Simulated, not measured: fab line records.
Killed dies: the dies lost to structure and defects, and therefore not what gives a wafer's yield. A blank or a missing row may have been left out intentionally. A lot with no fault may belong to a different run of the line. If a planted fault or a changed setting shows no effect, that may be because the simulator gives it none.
fab line records ; flow nand-harc
[record] lots = 12; wafers = 36; last-day = 33
route steps=1302 shown P_M1@316 P_M2@329 END@1302
lots with no fault: from the same line, run without faults
start-h: start of the lot's first displayed wafer, in hours after the record's first day ; wait-h: time in hours since the lot's previous step ; " same as the row above ; L1.1+2: several wafers, shown together as one row ; - no value, or no start was given ; * or withheld: withheld ; < > ~ a bound
route shown NAME@n: names a module that has steps shown in the file, with the first one's number in the route ; usual: mean/standard deviation of fault-free wafers ; same: alike in all rows ; chamber/n: place in a boat ; sites: per-site readings ; _std_site: how widely they spread, as a standard deviation ; _edge_site: inner sites' mean taken away from outer sites' mean ; radius-mm: for every site, how far away it sits from the centre of the wafer ; mask NAME#n: copy n ; behind: the most recent tool/chamber to have shaped the wafer ; hold: what put the lot on hold/how long, in hours/how the hold closed ; device: the n, p or np transistor that did not switch ; end of line: at the end of the route, the tests of the same wafers ; a step without rows: its recipe alone ; killed: dies lost to structure and defects at the first sort, not the wafer's yield ; map: the dies of a wafer, with x for killed, . for not killed, _ for no die there
set.NAME: the setting as run; set.NAME@STEP: as run at that earlier step ; model.NAME: the simulator's own value behind a step, which no gauge read
a sample of lots followed through the steps of the route, with each step as a table and each wafer as a row
services: the hour from which a tool's chamber was out of use, counted from the record's first day as start-h (under 0 if before that day), plus the number of hours and why
[[steps]]
[step NHARC_P_M1_PRE_CLEAN_32]
[recipe] time-s = 12; temp-c = 370; rf-power-w = 300; gas = NH3
[usual] heater-power-w = 673/84
lot.wafer;tool;chamber;start-h;wait-h;heater-power-w
L899.3;pecvd-02;2;130.95;0.1;667
L899.2;pecvd-02;1;130.95;0.1;789
L899.5;pecvd-02;2;130.95;0.1;642
L900.3;pecvd-03;0;141.98;0.1;490
L900.2;pecvd-03;2;141.98;0.1;622
L900.5;pecvd-03;1;141.98;0.1;764
L901.3;pecvd-01;0;144.60;0.1;597
L901.6;pecvd-01;1;144.60;0.1;648
L901.5;pecvd-01;2;144.60;0.1;684
L910.2;pecvd-03;2;236.68;0.1;623
L910.3;pecvd-03;0;236.68;0.1;551
L910.5;pecvd-03;2;236.68;0.1;627
L911.5;pecvd-01;1;246.73;0.1;705
L911.6;pecvd-01;2;246.73;0.1;680
L911.4;pecvd-01;0;246.73;0.1;653
L912.3;pecvd-03;0;274.98;0.1;564
L912.6;pecvd-03;0;274.98;0.1;574
L912.4;pecvd-03;1;274.98;0.1;726
L913.2;pecvd-03;0;275.53;0.2;567
L913.3;pecvd-03;2;275.53;0.2;629
L913.6;pecvd-03;1;275.53;0.2;780
L915.6;pecvd-02;2;287.65;0.1;576
L915.5;pecvd-02;0;287.65;0.1;801
L915.4;pecvd-02;1;287.65;0.1;708
L919.3;pecvd-02;2;320.83;0.1;578
L919.1;pecvd-02;0;320.83;0.1;813
L919.6;pecvd-02;1;320.83;0.1;705
L920.1;pecvd-01;2;339.45;0.1;669
L920.4;pecvd-01;2;339.45;0.1;655
L920.5;pecvd-01;1;339.45;0.1;622
L921.2;pecvd-01;0;347.16;0.1;652
L921.5;pecvd-01;1;347.16;0.1;663
L921.4;pecvd-01;2;347.16;0.1;671
L922.1;pecvd-03;0;356.31;0.1;586
L922.3;pecvd-03;1;356.31;0.1;703
L922.5;pecvd-03;0;356.31;0.1;590
[step NHARC_P_M2_OVL_MEAS_10]
[recipe] pitch-nm = 340
[usual] overlay-x-nm = -0.2/0.9; overlay-y-nm = 0.0/0.87
lot.wafer;tool;chamber;start-h;wait-h;overlay-x-nm;overlay-y-nm
L899.2;overlay-02;-;132.42;-;0.4;-0.3
L899.3;overlay-02;-;132.42;-;-0.1;0.2
L899.5;overlay-02;-;132.42;-;-0.1;-0.4
L900.2;overlay-02;-;143.40;-;1.2;-1.0
L900.3;overlay-02;-;143.40;-;0.9;-0.9
L900.5;overlay-02;-;143.40;-;1.0;-0.6
L901.3;overlay-02;-;145.89;-;-0.3;0.0
L901.5;overlay-02;-;145.89;-;-0.9;-0.5
L901.6;overlay-02;-;145.89;-;-0.9;-0.4
L910.2;overlay-02;-;238.10;-;-0.1;-0.8
L910.3;overlay-02;-;238.10;-;0.0;-0.5
L910.5;overlay-02;-;238.10;-;0.0;-0.6
L911.4;overlay-01;-;248.11;-;1.5;0.1
L911.5;overlay-01;-;248.11;-;1.1;0.1
L911.6;overlay-01;-;248.11;-;1.2;0.8
L912.3;overlay-02;-;276.29;-;-1.2;-0.1
L912.4;overlay-02;-;276.29;-;-1.1;0.5
L912.6;overlay-02;-;276.29;-;-1.3;-0.3
L913.2;overlay-02;-;276.82;-;0.2;-1.4
L913.3;overlay-02;-;276.82;-;-0.1;-2.1
L913.6;overlay-02;-;276.82;-;-0.2;-1.9
L915.4;overlay-02;-;289.04;-;-0.6;0.5
L915.5;overlay-02;-;289.04;-;-0.1;0.6
L915.6;overlay-02;-;289.04;-;0.1;0.2
L919.1;overlay-02;-;322.24;-;0.3;-0.7
L919.3;overlay-02;-;322.24;-;0.3;-0.4
L919.6;overlay-02;-;322.24;-;0.8;-0.3
L920.1;overlay-02;-;341.02;-;0.8;0.8
L920.4;overlay-02;-;341.02;-;1.1;0.4
L920.5;overlay-02;-;341.02;-;1.0;0.6
L921.2;overlay-01;-;348.55;-;-0.7;-0.2
L921.4;overlay-01;-;348.55;-;-0.4;-0.2
L921.5;overlay-01;-;348.55;-;-0.9;0.6
L922.1;overlay-01;-;357.73;-;-1.1;0.7
L922.3;overlay-01;-;357.73;-;-1.0;0.4
L922.5;overlay-01;-;357.73;-;-1.1;0.6
[step NHARC_P_M2_DESCUM_14]
[recipe] time-s = 3; o2-flow-sccm = 200; ar-flow-sccm = 0; bias-power-w = 0; chemistry = O2
[usual] drypump-motor-current-A = 5.9/0.51; oes-product-au = 1.001/0.0098; rf-vpp-V = 57.9/0.94; showerhead-plenum-p-Torr = 1.92/0.089; throttle-valve-pct = 11.310/0.0094
lot.wafer;tool;chamber;start-h;wait-h;drypump-motor-current-A;oes-product-au;rf-hours-counter-h;rf-vpp-V;showerhead-plenum-p-Torr;throttle-valve-pct
L899.3;rie-diel-09;2;132.52;0.1;6.1;1.020;8.0;58.2;1.79;11.290
L899.2;rie-diel-09;3;132.52;0.1;6.3;1.009;8.8;55.9;1.79;11.315
L899.5;rie-diel-09;2;132.52;0.1;6.1;1.010;-;56.4;1.79;11.295
L900.2;rie-diel-08;0;143.50;0.1;6.6;1.034;5.8;58.6;1.95;11.325
L900.3;rie-diel-08;2;143.50;0.1;5.4;0.989;5.3;57.7;2.06;11.310
L900.5;rie-diel-08;1;143.50;0.1;6.5;0.998;-;58.9;1.97;11.312
L901.3;rie-diel-08;0;146.01;0.1;6.6;1.005;6.0;57.0;1.95;11.306
L901.6;rie-diel-08;1;146.01;0.1;6.5;0.998;-;56.7;1.97;11.316
L901.5;rie-diel-08;2;146.01;0.1;5.4;0.991;-;57.5;2.06;11.336
L910.2;rie-diel-08;2;238.20;0.1;5.4;1.004;1.7;58.8;2.05;11.297
L910.3;rie-diel-08;0;238.20;0.1;6.7;1.018;2.1;56.9;1.94;11.322
L910.5;rie-diel-08;2;238.20;0.1;5.4;0.997;-;58.5;2.05;11.330
L911.4;rie-diel-08;2;248.24;0.1;5.4;0.997;2.9;58.2;2.05;11.320
L911.6;rie-diel-08;3;248.24;0.1;5.6;1.008;-;57.2;1.93;11.327
L911.5;rie-diel-08;0;248.24;0.1;6.6;1.011;-;59.3;1.94;11.300
L912.4;rie-diel-08;0;276.39;0.1;6.7;1.006;3.9;58.0;1.94;11.313
L912.3;rie-diel-08;2;276.39;0.1;5.4;0.988;4.2;59.4;2.05;11.311
L912.6;rie-diel-08;0;276.39;0.1;6.7;1.006;-;56.9;1.94;11.315
L913.2;rie-diel-02;3;276.92;0.1;5.3;1.004;2.4;58.5;2.01;11.306
L913.3;rie-diel-02;1;276.92;0.1;6.3;0.990;2.1;57.3;1.85;11.314
L913.6;rie-diel-02;0;276.92;0.1;5.4;0.998;-;59.0;1.86;11.312
L915.4;rie-diel-02;2;289.16;0.1;5.4;0.989;2.7;56.0;1.78;11.314
L915.6;rie-diel-02;3;289.16;0.1;5.3;1.008;-;57.7;2.01;11.316
L915.5;rie-diel-02;0;289.16;0.1;5.4;0.996;-;56.2;1.86;11.302
L919.1;rie-diel-02;3;322.35;0.1;5.3;1.008;4.1;57.9;2.01;11.307
L919.3;rie-diel-02;0;322.35;0.1;5.4;0.994;3.9;57.8;1.86;11.314
L919.6;rie-diel-02;3;322.35;0.1;5.3;1.001;-;57.8;2.01;11.315
L920.4;rie-diel-09;2;341.13;0.1;6.1;1.015;0.1;56.9;1.79;11.290
L920.1;rie-diel-09;3;341.13;0.1;6.3;1.023;0.1;57.0;1.78;11.312
L920.5;rie-diel-09;0;341.13;0.1;5.5;0.983;-;56.9;1.89;11.322
L921.4;rie-diel-02;2;348.65;0.1;5.5;0.999;6.1;58.2;1.78;11.303
L921.2;rie-diel-02;3;348.65;0.1;5.3;1.016;6.2;58.1;2.01;11.309
L921.5;rie-diel-02;2;348.65;0.1;5.4;1.005;-;56.7;1.78;11.320
L922.3;rie-diel-08;3;357.83;0.1;5.6;0.994;8.6;57.0;1.93;11.317
L922.1;rie-diel-08;0;357.83;0.1;6.7;1.005;8.4;57.6;1.94;11.317
L922.5;rie-diel-08;3;357.83;0.1;5.6;0.998;-;57.5;1.93;11.308
[step NHARC_P_M2_PVD_20]
[recipe] target-thk-a = 50; bias-v = 168.6; power-w = 15000; chamber-pressure-pa = 0.12; time-s = 8.06; substrate-temp-c = 50; material = TaN
[usual] substrate-temp-c = 49.99/0.12; throttle-valve-pct = 29.4/1; time-s = 8.06/0
lot.wafer;tool;chamber;start-h;wait-h;substrate-temp-c;throttle-valve-pct;time-s
L899.3;pvd-sputter-02;-;133.71;-;50.01;28.6;8.06
L899.2;pvd-sputter-02;-;133.71;-;49.92;29.1;8.06
L899.5;pvd-sputter-02;-;133.71;-;49.84;29.7;8.06
L900.2;pvd-sputter-02;-;144.64;-;50.05;30.0;8.06
L900.3;pvd-sputter-02;-;144.64;-;49.93;29.5;8.06
L900.5;pvd-sputter-02;-;144.64;-;50.07;30.2;8.06
L901.3;pvd-sputter-01;-;147.16;-;49.90;29.6;8.06
L901.5;pvd-sputter-01;-;147.16;-;50.02;29.9;8.06
L901.6;pvd-sputter-01;-;147.16;-;49.94;28.1;8.06
L910.2;pvd-sputter-03;-;239.33;-;49.86;27.9;8.06
L910.3;pvd-sputter-03;-;239.33;-;50.01;29.8;5.9137
L910.5;pvd-sputter-03;-;239.33;-;49.89;27.9;8.06
L911.4;pvd-sputter-03;-;249.88;-;50.02;28.0;8.06
L911.6;pvd-sputter-03;-;249.88;-;49.87;29.9;5.9137
L911.5;pvd-sputter-03;-;249.88;-;49.99;28.0;8.06
L912.3;pvd-sputter-02;-;277.53;-;50.09;29.8;8.06
L912.4;pvd-sputter-02;-;277.53;-;49.94;29.1;8.06
L912.6;pvd-sputter-02;-;277.53;-;50.19;29.7;8.06
L913.3;pvd-sputter-01;-;278.09;-;49.91;30.7;8.06
L913.2;pvd-sputter-01;-;278.09;-;49.74;30.2;8.06
L913.6;pvd-sputter-01;-;278.09;-;49.97;29.1;8.06
L915.4;pvd-sputter-01;-;290.27;-;49.86;30.9;8.06
L915.5;pvd-sputter-01;-;290.27;-;50.03;31.0;8.06
L915.6;pvd-sputter-01;-;290.27;-;50.12;29.2;8.06
L919.1;pvd-sputter-03;-;323.48;-;50.01;30.1;8.06
L919.3;pvd-sputter-03;-;323.48;-;50.09;27.8;8.06
L919.6;pvd-sputter-03;-;323.48;-;49.86;29.9;8.06
L920.1;pvd-sputter-01;-;342.29;-;50.01;28.1;8.06
L920.4;pvd-sputter-01;-;342.29;-;50.03;29.5;8.06
L920.5;pvd-sputter-01;-;342.29;-;50.18;31.0;8.06
L921.4;pvd-sputter-02;-;349.82;-;50.03;29.0;8.06
L921.2;pvd-sputter-02;-;349.82;-;49.95;30.8;8.06
L921.5;pvd-sputter-02;-;349.82;-;49.92;29.4;8.06
L922.3;pvd-sputter-01;-;358.96;-;49.92;29.3;8.06
L922.1;pvd-sputter-01;-;358.96;-;49.89;28.4;8.06
L922.5;pvd-sputter-01;-;358.96;-;49.80;29.1;8.06
[step NHARC_END_SORT_01]
[recipe] temp-c = 25
[usual] defect-limited-yield = 91.5/2.9; killed-at-array = 53/20; killed-at-other = 1/1.2; killed-at-periphery = 3.7/2.6; killed-dies = 58/20; killed-open = 3.5/1.8; killed-short = 2.4/1.7; sort_bin_2_pct = 3.1/1.3; sort_bin_3_pct = 0.6/0.4; sort_bin_4_pct = 4.9/1.7; sort-n-pass = 619/20; sort-rim-yield-pct = 92/4; sort-yield-pct = 91.5/2.9
[same] gross-dies = 677; sort_bin_5_pct[%] = 0; sort_bin_6_pct[%] = 0; sort_bin_7_pct[%] = 0; sort_bin_8_pct[%] = 0; sort-rim-n-gross = 106.00
lot.wafer;tool;chamber;start-h;wait-h;defect-limited-yield[%];killed-at-array;killed-at-other;killed-at-periphery;killed-dies;killed-open;killed-short;sort_bin_2_pct[%];sort_bin_3_pct[%];sort_bin_4_pct[%];sort-n-pass;sort-rim-yield-pct[%];sort-yield-pct[%]
L910.2;prober-02;0;676.98;2.8;90.3;60;0;6;66;3;5;3.8;0.6;5.3;611;92;90.3
L910.3;prober-02;0;677.79;3.1;91.7;52;0;4;56;5;0;4.1;0.4;3.7;621;91;91.7
L910.5;prober-02;0;679.40;3.7;89.7;60;0;10;70;3;3;3.4;0.3;6.6;607;88;89.7
L913.2;prober-01;0;697.36;2.8;93.1;42;1;4;47;3;0;2.8;0.1;4.0;630;92;93.1
L913.3;prober-01;0;698.16;3.1;96.9;18;1;2;21;1;1;1.6;0.3;1.2;656;91;96.9
L913.6;prober-01;0;700.55;4.0;94.8;33;1;1;35;3;0;3.0;0.4;1.8;642;89;94.8
L912.3;prober-01;0;705.94;3.1;91.7;53;0;3;56;2;1;2.5;1.2;4.6;621;92;91.7
L912.4;prober-01;0;706.75;3.4;88.5;68;1;9;78;4;2;4.7;0.7;6.1;599;94;88.5
L912.6;prober-01;0;708.37;4.0;90.3;64;1;1;66;2;4;3.2;0.4;6.1;611;96;90.3
L922.1;prober-01;0;773.43;2.5;89.8;56;2;11;69;5;2;3.7;1.0;5.5;608;86;89.8
L922.3;prober-01;0;775.04;3.1;91.1;55;1;4;60;4;0;3.8;0.6;4.4;617;94;91.1
L922.5;prober-01;0;776.65;3.7;92.8;42;0;7;49;4;1;2.2;0.3;4.7;628;89;92.8
// killed by level:class
L910.2 A_CHANNEL_HOLE_D1:chamber-film-flake=33 A_CHANNEL_HOLE_D2:chamber-film-flake=9 A_CONTACT:chamber-film-flake=4 P_BONDPAD:chamber-film-flake=3 A_CHANNEL_FILL_D1:geometric-particle:short=2 P_GATE:chamber-film-flake=2 A_DECK1_JOINT:chamber-film-flake=2 A_STAIRCASE:chamber-film-flake=2
L910.3 A_CHANNEL_HOLE_D1:chamber-film-flake=32 A_CHANNEL_HOLE_D2:chamber-film-flake=11 P_ZERO_WELL:chamber-film-flake=2 P_GATE:chamber-film-flake=2 A_STAIRCASE:chamber-film-flake=2 A_CHANNEL_HOLE_D1:geometric-particle:open=1 A_WL_FILL:geometric-particle:open=1 A_CONTACT:geometric-particle:open=1
L910.5 A_CHANNEL_HOLE_D1:chamber-film-flake=31 A_CHANNEL_HOLE_D2:chamber-film-flake=13 P_GATE:chamber-film-flake=4 A_CONTACT:chamber-film-flake=4 P_BONDPAD:chamber-film-flake=3 A_SLIT:chamber-film-flake=3 P_ZERO_WELL:chamber-film-flake=2 A_CHANNEL_HOLE_D1:geometric-particle:short=1
L913.2 A_SLIT:chamber-film-flake=29 A_CHANNEL_HOLE_D1:chamber-film-flake=7 P_CONTACT:geometric-particle:open=2 P_GATE:chamber-film-flake=2 A_DECK1_JOINT:chamber-film-flake=2 A_CONTACT:chamber-film-flake=2 A_ONON_D2:geometric-particle:open=1 A_CHANNEL_FILL_D2:chamber-film-flake=1
L913.3 A_SLIT:chamber-film-flake=13 P_GATE:geometric-particle:open=1 A_WL_FILL:geometric-particle:short=1 P_GATE:chamber-film-flake=1 A_ZERO_WELL:chamber-film-flake=1 A_CHANNEL_HOLE_D1:chamber-film-flake=1 A_STAIRCASE:chamber-film-flake=1 A_CONTACT:chamber-film-flake=1
L913.6 A_SLIT:chamber-film-flake=17 A_CONTACT:chamber-film-flake=5 A_BLC:chamber-film-flake=3 A_CHANNEL_FILL_D2:geometric-particle:open=2 A_ZERO_WELL:chamber-film-flake=2 A_CHANNEL_HOLE_D1:chamber-film-flake=2 A_DECK1_JOINT:geometric-particle:open=1 P_GATE:chamber-film-flake=1
L912.3 A_CHANNEL_HOLE_D1:chamber-film-flake=32 A_CHANNEL_HOLE_D2:chamber-film-flake=9 A_SLIT:chamber-film-flake=5 A_CHANNEL_FILL_D1:chamber-film-flake=2 P_M0:geometric-particle:open=1 A_CHANNEL_FILL_D1:geometric-particle:open=1 A_WL_FILL:geometric-particle:short=1 P_CONTACT:chamber-film-flake=1
L912.4 A_CHANNEL_HOLE_D1:chamber-film-flake=32 A_CHANNEL_HOLE_D2:chamber-film-flake=22 A_SLIT:chamber-film-flake=7 P_ZERO_WELL:chamber-film-flake=3 A_CHANNEL_FILL_D1:geometric-particle:open=2 P_GATE:chamber-film-flake=2 P_CONTACT:geometric-particle:open=1 P_M0:geometric-particle:open=1
L912.6 A_CHANNEL_HOLE_D1:chamber-film-flake=32 A_CHANNEL_HOLE_D2:chamber-film-flake=18 A_SLIT:chamber-film-flake=6 P_CONTACT:geometric-particle:short=1 A_SOURCE_PLATE:geometric-particle:open=1 A_CHANNEL_FILL_D1:geometric-particle:short=1 A_DECK1_JOINT:geometric-particle:short=1 A_ONON_D2:geometric-particle:open=1
L922.1 A_CHANNEL_HOLE_D1:chamber-film-flake=19 A_CHANNEL_HOLE_D2:chamber-film-flake=15 A_CONTACT:chamber-film-flake=9 A_SLIT:chamber-film-flake=5 P_GATE:chamber-film-flake=4 A_BLC:geometric-particle:open=2 P_BONDPAD:chamber-film-flake=2 A_CHANNEL_FILL_D1:chamber-film-flake=2
L922.3 A_CHANNEL_HOLE_D2:chamber-film-flake=17 A_CHANNEL_HOLE_D1:chamber-film-flake=12 A_CONTACT:chamber-film-flake=10 A_SLIT:chamber-film-flake=9 A_CHANNEL_HOLE_D2:geometric-particle:open=2 A_STAIRCASE:chamber-film-flake=2 A_M0:chamber-film-flake=2 P_GATE:geometric-particle:open=1
L922.5 A_CHANNEL_HOLE_D2:chamber-film-flake=10 A_CHANNEL_HOLE_D1:chamber-film-flake=9 A_CONTACT:chamber-film-flake=8 P_GATE:chamber-film-flake=4 A_SLIT:chamber-film-flake=4 A_CHANNEL_FILL_D1:chamber-film-flake=3 A_M0:chamber-film-flake=3 P_M0:geometric-particle:open=1
[[services]]
tool;chamber;start-h;hours;kind
rie-diel-08;1;112.76;9.3;repair
rie-diel-08;3;116.18;9.3;repair
pecvd-01;-;130.05;13.0;pm
pecvd-03;-;130.21;1.0;repair
pecvd-03;-;142.50;11.9;repair
rie-diel-08;2;148.76;3.6;repair
pvd-sputter-03;-;170.00;10.0;pm
pecvd-03;-;185.05;13.0;pm
rie-diel-08;-;190.89;9.0;pm
rie-diel-02;-;216.70;9.0;pm
pvd-sputter-02;-;221.84;8.3;repair
pvd-sputter-01;-;225.24;3.9;repair
pecvd-02;-;227.00;13.0;pm
pvd-sputter-01;-;229.17;10.0;pm
pecvd-01;-;240.54;1.0;repair
pvd-sputter-01;-;253.70;4.3;repair
pvd-sputter-02;-;282.01;10.0;pm
pecvd-02;-;288.22;0.7;repair
pecvd-02;0;293.24;2.4;repair
pecvd-01;-;311.56;13.0;pm
rie-diel-08;1;316.99;4.7;repair
pvd-sputter-03;-;348.00;10.0;pm
pecvd-03;-;348.66;0.8;repair
pecvd-01;1;349.43;6.8;repair
[[key]]
[first-sign] step = NHARC_P_M2_PVD_20; reading = time-s; direction = down; sigmas = 99+; usual = *; struck = *
effect none on later readings
met-at NHARC_P_M2_PVD_20
struck-lots L910,L911
struck-wafers L910.3,L911.6
not-acting-at NHARC_P_M1_PRE_CLEAN_32,NHARC_P_M2_OVL_MEAS_10,NHARC_P_M2_DESCUM_14
[fault] kind = process-parameter-drift; tool = pvd-sputter-03; chamber = -; onset-h = 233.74; steps = NHARC_P_M2_PVD_20; channel = time-s; offset = *; shape = step; end-h = 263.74; acts-in = *; stated = *; scope = struck-wafers-only
